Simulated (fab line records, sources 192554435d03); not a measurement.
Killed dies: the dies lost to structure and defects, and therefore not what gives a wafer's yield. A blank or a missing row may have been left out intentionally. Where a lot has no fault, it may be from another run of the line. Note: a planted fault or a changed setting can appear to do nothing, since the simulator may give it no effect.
Lot-split experiment | flow n5Finfet | 39 wafers read from 7 lots, route of 1938 steps

## ABOUT THE SPLIT
At N5_MOL_CONTACT_COAG_ETCH_106 (etches SOC in N2/H2, target depth 80 nm, overetch 16 nm, time 120 s), the setting sourceW was moved away from the recipe's 840 W on 12 of the 39 wafers read, by -8.5% to +18.3%. All remaining wafers had this setting at the recipe value.

Reading taken at the split's own step.

## THE READING
rfVppV, in V, at N5_MOL_CONTACT_COAG_ETCH_106 (etches SOC in N2/H2, target depth 80 nm, overetch 16 nm, time 120 s). Fault-free wafers of this fab line usually give 524.8 V, standard deviation 2.9 V.

wafer  | tool, chamber at the split | sourceW as run, W | against the recipe | rfVppV, V | against lot-mates on the recipe
L076.1 | rieDiel-02, 3              | 840               | recipe             | 522.2     | -
L076.2 | rieDiel-02, 2              | 840               | recipe             | 527.5     | -
L076.3 | rieDiel-02, 1              | 993.7             | +18.3%             | 498.9     | -27.2
L076.4 | rieDiel-02, 0              | 993.7             | +18.3%             | 496.9     | -29.2
L076.5 | rieDiel-02, 2              | 840               | recipe             | 528.6     | -
L076.6 | rieDiel-02, 1              | 993.7             | +18.3%             | 499.9     | -26.2
L081.1 | rieDiel-02, 3              | 960.6             | +14.4%             | 501.1     | -24.1
L081.2 | rieDiel-02, 0              | 960.6             | +14.4%             | 500.6     | -24.6
L081.3 | rieDiel-02, 2              | 840               | recipe             | 525.7     | -
L081.4 | rieDiel-02, 1              | 840               | recipe             | 526.1     | -
L081.5 | rieDiel-02, 0              | 960.6             | +14.4%             | 500.8     | -24.4
L081.6 | rieDiel-02, 3              | 840               | recipe             | 523.8     | -
L082.1 | rieDiel-02, 1              | 840               | recipe             | 528.6     | -
L082.2 | rieDiel-02, 3              | 840               | recipe             | 523.4     | -
L082.3 | rieDiel-02, 2              | 840               | recipe             | 526.0     | -
L082.4 | rieDiel-02, 0              | 840               | recipe             | 524.2     | -
L082.5 | rieDiel-02, 2              | 840               | recipe             | 525.9     | -
L082.6 | rieDiel-02, 1              | 840               | recipe             | 527.0     | -
L090.3 | rieDiel-02, 3              | 840               | recipe             | 523.6     | -
L090.4 | rieDiel-02, 1              | 840               | recipe             | 528.9     | -
L090.6 | rieDiel-02, 0              | 840               | recipe             | 523.6     | -
L091.1 | rieDiel-05, 0              | 840               | recipe             | 522.6     | -
L091.2 | rieDiel-05, 3              | 840               | recipe             | 526.4     | -
L091.3 | rieDiel-05, 2              | 768.3             | -8.5%              | 544.6     | +20.6
L091.4 | rieDiel-05, 1              | 768.3             | -8.5%              | 540.5     | +16.5
L091.5 | rieDiel-05, 0              | 840               | recipe             | 523.0     | -
L091.6 | rieDiel-05, 3              | 768.3             | -8.5%              | 541.8     | +17.8
L096.1 | rieDiel-06, 2              | 840               | recipe             | 519.6     | -
L096.2 | rieDiel-06, 3              | 840               | recipe             | 528.2     | -
L096.3 | rieDiel-06, 0              | 840               | recipe             | 523.2     | -
L096.4 | rieDiel-06, 1              | 840               | recipe             | 528.7     | -
L096.5 | rieDiel-06, 0              | 840               | recipe             | 522.9     | -
L096.6 | rieDiel-06, 1              | 840               | recipe             | 529.5     | -
L097.1 | rieDiel-06, 2              | 986.3             | +17.4%             | 493.6     | -29.8
L097.2 | rieDiel-06, 1              | 986.3             | +17.4%             | 500.7     | -22.7
L097.3 | rieDiel-06, 3              | 840               | recipe             | 527.1     | -
L097.4 | rieDiel-06, 0              | 840               | recipe             | 523.0     | -
L097.5 | rieDiel-06, 2              | 840               | recipe             | 520.1     | -
L097.6 | rieDiel-06, 3              | 986.3             | +17.4%             | 501.7     | -21.7

FIT RESULTS
A straight line over all 39 wafers: rfVppV changes by -1.59 V for each +1% of sourceW; r = -0.98; the points scatter about the line by 2.9 V.
The same after taking each lot's own level away (the mean of its wafers on the recipe; 39 wafers): -1.6 V for each +1%; r = -0.97; scatter 3 V.
Per that fit: largest sourceW move, reading shift of 29 V.
From 523.40 to 526.10 V: that is the span of the lots' own levels, equal to 0.9 times the standard deviation above.
The two slopes are in agreement: the lot-to-lot level therefore moves the slope only a little.
Check: -28.8 V against its lot-mates is what the line predicts for one of the wafers moved furthest among these (+18.3%) when that wafer is left out of the fit. Against them it came out at -27.2 V.
Tool readings at the split's step, against how far the setting was moved: rfVppV r = -0.98.

## ADDITIONAL SPLITS CARRIED BY THESE WAFERS
Other splits were also applied to these wafers ahead of the reading. Each is held against what the fit with the lots' levels taken away leaves over:
other split on the same wafers   | wafers away from the commonest value | r with rfVppV (lot level and that fit taken away)
N5_FIN_SAQP_HM_DEP_72 targetThkA | 12                                   | -0.10
N5_FIN_SAQP_MANDREL_ETCH_22 icpW | 12                                   | +0.23
N5_DUMMY_GATE_HM_DEP_06 timeS    | 30                                   | +0.18
N5_HKMG_FIN_ETCH_54 biasW        | 15                                   | -0.01
N5_HKMG_FIN_ETCH_55 biasW        | 12                                   | -0.21
N5_HKMG_FIN_ETCH_58 targetDepthA | 15                                   | +0.18

## THE WHOLE CHAIN: every reading that the file lists as answering this split, in the file's order
step                         | what it does                                                        | reading                                                                                   | change (the file's fit)               | r (the file's)
N5_MOL_CONTACT_COAG_ETCH_106 | etches SOC in N2/H2, target depth 80 nm, overetch 16 nm, time 120 s | rfVppV                                                                                    | -1.57 V for each +1% of the setting   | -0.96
N5_MOL_CONTACT_COAG_ETCH_106 | etches SOC in N2/H2, target depth 80 nm, overetch 16 nm, time 120 s | SiARC_of_MOL_CONTACT_COAG_COAT_104.thkNm (the simulator's own value, which no gauge read) | -0.036 nm for each +1% of the setting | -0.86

## THE FILE'S OWN FIT
rfVppV changes by -1.57 V for each +1% of sourceW, r = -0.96.
